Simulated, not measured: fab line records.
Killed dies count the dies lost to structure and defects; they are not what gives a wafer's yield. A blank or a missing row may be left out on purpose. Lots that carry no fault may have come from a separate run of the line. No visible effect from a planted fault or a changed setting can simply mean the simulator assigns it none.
fab line records    flow nandHarc
record lots=14  wafers=42  lastDay=24
route steps=1159 shown P_M1@297
lots that met no fault: from a run of the same line without faults
startH: the number of hours between the record's first day and the start of the first shown wafer of the lot    waitH: hours from the lot's prior step to this one    " same as the row above    L1.1+2: several wafers, shown together as one row    - no value present, or no start provided    * or withheld: withheld    < > ~ a bound
route shown NAME@n: NAME is a module with steps in the file, n the number in the route of the first one    usual: the fault-free wafers' mean and standard deviation    same: alike in all rows    chamber/n: place in a boat    sites: each site's reading    _std_site: how widely they spread, as a standard deviation    _edge_site: mean of outer sites minus mean of inner sites    radiusMm: how far each site lies from the wafer's centre    mask NAME#n: copy n    behind: tool/chamber where the wafer was last shaped    hold: the reason the lot was held/the length of the hold in hours/how it ended    device: transistor that didn't switch, given as n, p or np    end of line: the same wafers' tests at the end of the route    a step given without rows: its recipe and nothing more    killed: the dies lost at the first sort to structure and to defects; this is not the yield of the wafer    map: a wafer's dies, marking killed ones x, the rest . and places with no die _
set.NAME: the run value of the setting; set.NAME@STEP: its run value at that earlier step    model.NAME: the simulator's own value behind a step, which no gauge read
one table for each step of the route and one row for each wafer, over a sample of lots
services: from which hour (startH, from the record's first day; less than 0 if before it) a tool's chamber was out of use, for how many hours, and why
## steps
# step NHARC_P_M1_INSPECT_11
# usual rawDefectCount=4.4/2.5
lot.wafer  tool              chamber  startH  waitH  rawDefectCount
L202.2     defectInspect-02  -        130.58  0.0    8
L202.3     "                 -        "       "      6
L202.4     "                 -        "       "      6
L201.1     defectInspect-01  -        130.83  0.0    7
L201.2     "                 -        "       "      3
L201.3     "                 -        "       "      6
L203.1     defectInspect-02  -        140.47  0.0    8
L203.5     "                 -        "       "      3
L203.6     "                 -        "       "      6
L205.1     defectInspect-02  -        148.71  0.0    4
L205.2     "                 -        "       "      3
L205.3     "                 -        "       "      9
L206.1     defectInspect-02  -        162.52  0.0    5
L206.4     "                 -        "       "      2
L206.5     "                 -        "       "      9
L207.1     defectInspect-01  -        163.49  0.0    6
L207.3     "                 -        "       "      5
L207.4     "                 -        "       "      5
L216.1     defectInspect-02  -        215.96  0.0    6
L216.2     "                 -        "       "      5
L216.6     "                 -        "       "      6
L217.1     defectInspect-01  -        216.56  0.0    4
L217.5     "                 -        "       "      5
L217.6     "                 -        "       "      4
L218.2     defectInspect-01  -        225.52  0.0    3
L218.3     "                 -        "       "      3
L218.4     "                 -        "       "      0
L219.1     defectInspect-01  -        226.85  0.0    2
L219.2     "                 -        "       "      2
L219.3     "                 -        "       "      5
L220.1     defectInspect-01  -        242.39  0.0    9
L220.2     "                 -        "       "      3
L220.6     "                 -        "       "      4
L221.1     defectInspect-02  -        247.00  0.0    7
L221.2     "                 -        "       "      5
L221.3     "                 -        "       "      11
L223.3     defectInspect-01  -        247.81  0.0    2
L223.4     "                 -        "       "      4
L223.6     "                 -        "       "      0
L222.2     defectInspect-02  -        248.11  0.0    4
L222.5     "                 -        "       "      4
L222.6     "                 -        "       "      6
# step NHARC_P_M1_ETCH_15
# recipe targetDepthA=1825  timeS=91.2  c4f8FlowSccm=withheld  arFlowSccm=400  rfW=600  biasW=300  chemistry=C4F8/Ar
# usual biasW=299.9/0.97  chamberPressureMTorr=25.002/0.023  oesProductAu=0.955/0.019  rfVppV=441.6/2.6
lot.wafer  tool        chamber  startH  waitH  biasW  chamberPressureMTorr  oesProductAu  rfHoursCounterH  rfVppV
L202.3     rieDiel-03  2        -       -      301.6  24.999                0.955         7                444.1
L202.2     "           1        "       "      298.7  24.973                0.955         7                441.8
L202.4     "           1        "       "      299.7  24.989                0.972         -                443.4
L201.1     rieDiel-12  2        131.15  0.1    299.6  25.015                0.958         6                443.8
L201.2     "           0        "       "      299.6  25.006                0.960         7                444.9
L201.3     "           0        "       "      299.3  25.015                0.955         -                446.3
L203.1     rieDiel-12  0        -       -      299.6  25.019                0.958         8                445.6
L203.6     "           1        "       "      296.3  25.015                0.967         -                443.1
L203.5     "           2        "       "      299.5  25.023                0.963         -                444.2
L205.1     rieDiel-10  1        -       -      300.2  25.003                0.933         4                442.8
L205.3     "           2        "       "      298.6  24.979                0.912         3                439.6
L205.2     "           3        "       "      300.0  24.990                0.927         3                437.2
L206.1     rieDiel-10  3        -       -      300.1  25.024                0.937         3                438.3
L206.4     "           1        "       "      297.9  25.006                0.952         4                442.2
L206.5     "           2        "       "      300.7  24.982                0.945         -                439.9
L207.1     rieDiel-03  1        163.83  0.1    300.5  25.006                0.928         10               442.7
L207.3     "           0        "       "      300.3  24.996                0.938         -                438.6
L207.4     "           1        "       "      298.5  24.996                0.918         -                442.0
L216.2     rieDiel-10  1        -       -      299.4  24.969                0.960         1                443.9
L216.1     "           3        "       "      299.7  25.000                0.958         1                438.3
L216.6     "           1        "       "      299.9  24.983                0.963         -                443.1
L217.1     rieDiel-10  1        -       -      301.1  25.017                0.975         1                445.0
L217.5     "           1        "       "      299.6  24.983                0.989         -                444.1
L217.6     "           2        "       "      298.9  25.013                0.975         -                440.9
L218.4     rieDiel-03  3        -       -      299.1  25.015                0.959         0                442.6
L218.3     "           1        "       "      300.6  25.001                0.986         0                443.0
L218.2     "           2        "       "      300.4  25.031                0.955         0                444.7
L219.2     rieDiel-03  2        -       -      300.8  24.998                0.953         0                444.0
L219.1     "           0        "       "      299.7  24.982                0.978         0                440.1
L219.3     "           1        "       "      299.4  24.978                0.969         0                443.2
L220.1     rieDiel-10  0        -       -      300.2  24.987                0.941         2                438.1
L220.2     "           1        "       "      298.7  24.990                0.950         2                442.2
L220.6     "           3        "       "      300.7  25.014                0.950         -                439.3
L221.1     rieDiel-12  3        -       -      300.7  25.042                0.972         3                443.0
L221.3     "           0        "       "      299.0  25.033                0.967         4                445.0
L221.2     "           1        "       "      299.6  24.989                0.979         4                441.6
L223.3     rieDiel-10  1        -       -      301.4  24.957                0.978         2                443.9
L223.4     "           2        "       "      299.6  25.007                0.987         2                440.8
L223.6     "           2        "       "      299.6  24.984                0.977         -                438.2
L222.2     rieDiel-03  1        -       -      300.1  24.987                0.935         1                442.2
L222.5     "           1        "       "      299.3  24.948                0.918         -                442.6
L222.6     "           2        "       "      300.3  24.991                0.917         -                443.1
# step NHARC_P_M1_STRIP_18
# recipe powerW=1000  n2FlowSccm=150  h2FlowSccm=150  arFlowSccm=0  biasW=0  chemistry=N2/H2
# usual chamberPressureMTorr=29.997/0.026  drypumpMotorCurrentA=5.45/0.27  h2FlowSccm=149.9/0.44  oesProductAu=1.002/0.0086  rfVppV=91.1/0.95  showerheadPlenumPTorr=2.10/0.078  throttleValvePct=14.172/0.0096
# same biasW=0
lot.wafer  tool        chamber  startH  waitH  chamberPressureMTorr  drypumpMotorCurrentA  h2FlowSccm  oesProductAu  rfHoursCounterH  rfVppV  showerheadPlenumPTorr  throttleValvePct
L202.3     rieDiel-10  1        131.06  0.1    29.987                5.54                  149.6       1.005         3                90.2    2.13                   14.173
L202.2     "           2        "       "      29.955                5.57                  150.0       1.010         3                91.6    2.00                   14.161
L202.4     "           3        "       "      30.053                5.34                  150.7       1.000         3                91.4    1.95                   14.176
L201.1     rieDiel-12  0        131.41  0.1    30.018                5.66                  149.7       0.997         7                92.7    2.20                   14.181
L201.2     "           2        "       "      29.983                5.74                  150.0       0.997         6                91.8    2.16                   14.168
L201.3     "           2        "       "      29.969                5.76                  149.4       1.002         -                92.5    2.16                   14.168
L203.1     rieDiel-12  0        140.96  0.1    30.016                5.64                  149.7       0.995         8                91.9    2.20                   14.177
L203.5     "           0        "       "      29.933                5.68                  149.7       1.007         -                93.4    2.20                   14.177
L203.6     "           2        "       "      29.952                5.80                  150.5       0.993         -                92.9    2.16                   14.171
L205.2     rieDiel-12  1        149.20  0.1    30.008                5.39                  149.6       1.000         7                89.6    2.10                   14.169
L205.3     "           2        "       "      29.979                5.75                  150.3       1.015         8                93.0    2.16                   14.183
L205.1     "           0        "       "      29.932                5.68                  149.6       1.001         9                92.4    2.20                   14.154
L206.4     rieDiel-10  0        162.96  0.1    29.999                5.78                  150.1       1.005         4                90.9    1.98                   14.178
L206.1     "           1        "       "      29.993                5.56                  150.0       1.007         4                90.6    2.13                   14.169
L206.5     "           0        "       "      29.975                5.77                  150.4       1.003         -                90.8    1.98                   14.171
L207.3     rieDiel-12  0        164.09  0.1    30.023                5.63                  150.4       1.012         11               93.5    2.20                   14.178
L207.1     "           1        "       "      30.054                5.39                  149.8       1.014         8                91.2    2.10                   14.179
L207.4     "           2        "       "      29.998                5.78                  150.2       1.006         10               93.1    2.16                   14.189
L216.2     rieDiel-12  3        216.41  0.1    29.986                4.84                  149.8       1.019         1                90.0    2.11                   14.182
L216.1     "           1        "       "      29.998                5.37                  150.3       0.999         1                90.6    2.10                   14.176
L216.6     "           3        "       "      29.993                4.86                  149.6       1.008         -                90.6    2.11                   14.169
L217.1     rieDiel-12  2        217.08  0.2    30.004                5.73                  149.9       1.003         1                92.7    2.16                   14.168
L217.6     "           3        "       "      29.963                4.85                  150.2       1.020         -                89.2    2.11                   14.170
L217.5     "           0        "       "      30.036                5.71                  150.5       1.004         -                92.6    2.20                   14.150
L218.3     rieDiel-10  3        225.96  0.1    30.014                5.34                  150.1       1.002         1                90.8    1.95                   14.172
L218.2     "           0        "       "      30.025                5.76                  150.3       1.007         1                90.4    1.98                   14.171
L218.4     "           1        "       "      30.005                5.54                  149.6       1.019         1                91.1    2.13                   14.181
L219.2     rieDiel-10  2        227.31  0.1    29.996                5.55                  149.5       1.003         1                90.7    2.00                   14.179
L219.3     "           0        "       "      30.012                5.77                  149.7       0.992         1                89.7    1.98                   14.160
L219.1     "           1        "       "      29.980                5.54                  149.8       1.011         1                90.8    2.13                   14.167
L220.2     rieDiel-03  1        242.90  0.1    30.000                5.54                  150.4       1.003         1                91.4    2.10                   14.158
L220.1     "           2        "       "      29.999                5.48                  149.5       0.990         1                91.3    2.14                   14.182
L220.6     "           0        "       "      30.038                5.28                  149.5       0.982         -                90.7    1.99                   14.170
L221.1     rieDiel-03  2        247.44  0.1    30.036                5.46                  150.1       0.990         1                91.5    2.14                   14.182
L221.3     "           3        "       "      30.051                4.95                  149.4       0.988         1                91.5    2.15                   14.200
L221.2     "           1        "       "      30.015                5.55                  149.6       1.004         1                91.5    2.10                   14.173
L223.3     rieDiel-10  3        248.31  0.1    29.946                5.35                  150.3       1.009         2                90.7    1.95                   14.162
L223.4     "           0        "       "      29.987                5.73                  150.3       1.002         2                90.6    1.98                   14.149
L223.6     "           2        "       "      29.960                5.54                  150.2       1.006         -                90.9    2.00                   14.175
L222.2     rieDiel-12  0        249.01  0.1    29.958                5.63                  150.0       1.008         4                91.2    2.20                   14.174
L222.5     "           0        "       "      29.988                5.70                  149.1       1.004         -                90.6    2.20                   14.193
L222.6     "           1        "       "      29.963                5.39                  150.1       1.002         -                90.1    2.10                   14.175
# step NHARC_P_M1_ECD_22
# recipe targetThkA=4000  bathTempC=25  material=Cu
# usual bathHeatDutyPct=6.6/0.85  bathTempC=25.00/0.13
lot.wafer  tool      chamber  startH  waitH  bathHeatDutyPct  bathTempC
L202.2     ecdCu-02  1        132.31  -      6.7              25.04
L202.4     "         0        "       "      5.5              24.91
L202.3     "         1        "       "      5.7              25.05
L201.2     ecdCu-01  1        132.60  -      6.8              25.25
L201.1     "         0        "       "      8.1              24.98
L201.3     "         0        "       "      6.5              25.07
L203.1     ecdCu-01  0        142.02  -      7.7              24.86
L203.6     "         0        "       "      7.6              24.82
L203.5     "         1        "       "      6.0              25.13
L205.1     ecdCu-02  1        150.26  -      6.5              25.11
L205.2     "         0        "       "      5.2              25.06
L205.3     "         0        "       "      5.3              25.15
L206.1     ecdCu-02  0        163.97  -      -                -
L206.4     "         1        "       "      -                -
L206.5     "         1        "       "      -                -
L207.1     ecdCu-02  1        165.13  -      -                -
L207.3     "         0        "       "      -                -
L207.4     "         1        "       "      -                -
L216.1     ecdCu-01  0        217.42  -      8.0              25.00
L216.2     "         1        "       "      5.5              24.95
L216.6     "         1        "       "      6.7              24.91
L217.1     ecdCu-02  0        218.03  -      5.2              25.17
L217.5     "         0        "       "      6.6              25.07
L217.6     "         1        "       "      7.3              24.95
L218.2     ecdCu-02  1        227.06  -      6.2              24.90
L218.4     "         0        "       "      4.9              25.05
L218.3     "         1        "       "      6.6              25.01
L219.1     ecdCu-01  0        228.34  -      7.5              24.97
L219.2     "         1        "       "      7.1              24.93
L219.3     "         1        "       "      6.6              24.87
L220.1     ecdCu-01  0        243.87  -      5.9              25.25
L220.2     "         1        "       "      6.7              24.96
L220.6     "         1        "       "      6.9              24.96
L221.2     ecdCu-02  1        248.45  -      6.9              24.91
L221.1     "         0        "       "      6.2              25.23
L221.3     "         1        "       "      7.0              25.11
L223.3     ecdCu-01  1        249.35  -      6.7              24.98
L223.4     "         0        "       "      7.8              25.05
L223.6     "         0        "       "      6.5              25.22
L222.2     ecdCu-01  1        250.05  -      6.9              24.89
L222.5     "         0        "       "      6.9              24.99
L222.6     "         1        "       "      6.4              24.77
# step NHARC_P_M1_CMP_23
# recipe tOverpolishS=20  targetThkNm=157.82
# usual motorCurrentA=12.5/1  slurryFlowMlMin=150.1/0.47  timeToEndpointS=28.3/1.8
lot.wafer  tool    chamber  startH  waitH  motorCurrentA  slurryFlowMlMin  timeToEndpointS
L202.2     cmp-01  2        133.04  -      14.6           150.6            26.2
L202.3     "       3        "       "      12.6           149.6            26.9
L202.4     "       0        "       "      11.8           150.3            27.8
L201.3     cmp-03  2        133.37  -      11.7           150.8            28.1
L201.1     "       3        "       "      12.7           150.3            28.1
L201.2     "       0        "       "      13.4           150.6            26.4
L203.1     cmp-04  2        142.80  -      12.1           150.1            28.5
L203.6     "       1        "       "      11.6           148.9            29.4
L203.5     "       2        "       "      12.5           150.2            31.7
L205.2     cmp-04  3        150.98  -      12.6           149.7            28.6
L205.1     "       0        "       "      10.9           149.6            28.2
L205.3     "       2        "       "      12.1           150.5            26.7
L206.4     cmp-04  1        164.72  -      11.7           149.2            0.0
L206.1     "       3        "       "      12.8           149.9            1.3
L206.5     "       0        "       "      10.4           149.9            2.9
L207.3     cmp-01  1        165.81  -      13.0           149.7            1.2
L207.4     "       2        "       "      14.4           150.0            3.0
L207.1     "       3        "       "      11.6           150.2            1.8
L216.1     cmp-04  1        218.21  -      12.1           150.3            29.6
L216.2     "       2        "       "      12.6           150.7            28.2
L216.6     "       0        "       "      11.0           150.2            31.3
L217.1     cmp-01  1        218.88  -      13.9           149.5            28.2
L217.6     "       2        "       "      14.0           150.0            26.5
L217.5     "       3        "       "      11.7           149.9            27.5
L218.2     cmp-01  1        227.74  -      13.1           150.8            25.0
L218.3     "       2        "       "      14.2           151.2            24.8
L218.4     "       3        "       "      11.8           149.8            26.6
L219.2     cmp-03  3        229.22  -      13.1           150.0            28.1
L219.1     "       1        "       "      13.4           150.3            26.3
L219.3     "       2        "       "      12.3           150.7            28.7
L220.2     cmp-01  3        244.62  -      11.7           149.4            26.1
L220.1     "       0        "       "      12.3           149.9            29.5
L220.6     "       2        "       "      14.7           149.7            27.8
L221.2     cmp-04  3        249.18  -      12.3           150.0            32.1
L221.3     "       0        "       "      10.6           150.7            33.1
L221.1     "       2        "       "      11.8           149.7            32.4
L223.3     cmp-03  1        250.03  -      12.7           150.0            29.4
L223.4     "       2        "       "      12.0           149.7            28.0
L223.6     "       0        "       "      13.2           150.3            30.2
L222.2     cmp-04  2        250.78  -      12.0           150.0            26.9
L222.6     "       0        "       "      10.6           149.9            30.1
L222.5     "       1        "       "      12.3           150.3            26.9
# step NHARC_P_M1_THK_MEAS_24
# recipe thkMeasGauge=xrf
# usual thkNm=157.8/1.2
lot.wafer  tool          chamber  startH  waitH  thkNm
L202.2     filmMetro-02  -        133.33  -      156.7
L202.3     "             -        "       "      157.4
L202.4     "             -        "       "      157.8
L201.1     filmMetro-02  -        133.66  -      157.1
L201.2     "             -        "       "      155.1
L201.3     "             -        "       "      158.5
L203.1     filmMetro-01  -        143.09  -      158.7
L203.5     "             -        "       "      160.3
L203.6     "             -        "       "      156.3
L205.1     filmMetro-02  -        151.30  -      158.0
L205.2     "             -        "       "      157.4
L205.3     "             -        "       "      157.1
L206.1     filmMetro-02  -        165.01  -      29.8
L206.4     "             -        "       "      29.0
L206.5     "             -        "       "      29.9
L207.1     filmMetro-01  -        166.12  -      30.2
L207.3     "             -        "       "      30.0
L207.4     "             -        "       "      29.4
L216.1     filmMetro-01  -        218.46  -      157.6
L216.2     "             -        "       "      158.9
L216.6     "             -        "       "      158.0
L217.1     filmMetro-01  -        219.11  -      157.9
L217.5     "             -        "       "      157.5
L217.6     "             -        "       "      156.9
L218.2     filmMetro-01  -        228.06  -      158.0
L218.3     "             -        "       "      159.6
L218.4     "             -        "       "      158.9
L219.1     filmMetro-01  -        229.54  -      155.5
L219.2     "             -        "       "      157.7
L219.3     "             -        "       "      157.2
L220.1     filmMetro-01  -        244.91  -      156.6
L220.2     "             -        "       "      158.1
L220.6     "             -        "       "      158.8
L221.1     filmMetro-01  -        249.49  -      158.3
L221.2     "             -        "       "      157.2
L221.3     "             -        "       "      158.8
L223.3     filmMetro-01  -        250.32  -      157.0
L223.4     "             -        "       "      156.1
L223.6     "             -        "       "      159.2
L222.2     filmMetro-02  -        251.04  -      158.8
L222.5     "             -        "       "      159.6
L222.6     "             -        "       "      159.8
## services
tool        chamber  startH  hours  kind
rieDiel-12  1        117.41  19.6   repair
rieDiel-03  3        117.88  47.0   repair
rieDiel-12  3        124.57  32.5   repair
ecdCu-01    -        127.59  0.4    repair
rieDiel-12  -        132.07  0.2    repair
rieDiel-03  2        146.31  4.8    repair
rieDiel-10  0        146.69  5.3    repair
rieDiel-03  2        158.31  7.9    repair
cmp-01      -        162.87  1.7    repair
cmp-01      -        166.60  0.9    repair
rieDiel-10  -        176.50  9.0    pm
ecdCu-02    -        180.21  8.0    pm
cmp-01      -        183.12  4.0    pm
rieDiel-12  1        185.21  3.9    repair
rieDiel-10  3        188.85  3.9    repair
ecdCu-02    -        201.23  0.3    repair
rieDiel-10  2        201.52  5.2    repair
rieDiel-12  -        202.41  9.0    pm
cmp-04      -        203.00  4.0    pm
cmp-01      -        212.17  0.9    repair
rieDiel-03  -        215.30  9.0    pm
cmp-01      -        234.57  0.2    repair
rieDiel-12  2        236.60  9.6    repair
cmp-04      -        238.24  1.5    repair
## key
firstSign step=NHARC_P_M1_ECD_22  reading=toolRecord  direction=missing
effect step=NHARC_P_M1_CMP_23  reading=timeToEndpointS  direction=down  sigmas=15  usual=*  struck=*
effect step=NHARC_P_M1_THK_MEAS_24  reading=thkNm  direction=down  sigmas=99+  usual=157.8  struck=29.7
metAt NHARC_P_M1_ECD_22
struckLots L206,L207
laterRowsLeftOut L206.1,L206.4,L206.5,L207.1,L207.3,L207.4
sortLeftOut L206.1,L206.4,L206.5,L207.1,L207.3,L207.4
notActingAt NHARC_P_M1_INSPECT_11,NHARC_P_M1_ETCH_15,NHARC_P_M1_STRIP_18
onsetBetween 150.26 163.97
fault kind=skippedStepWhole  tool=ecdCu-02  chamber=-  onsetH=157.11  steps=NHARC_P_M1_ECD_22  scope=struckLotsOnly
# sortLeftOut: the simulated sort isn't trusted on such a fault, so these wafers' sort isn't shown, and their yield isn't known
# laterRowsLeftOut: the simulator's readings of these wafers behind a module that went badly wrong aren't trusted and aren't shown, but for the sort
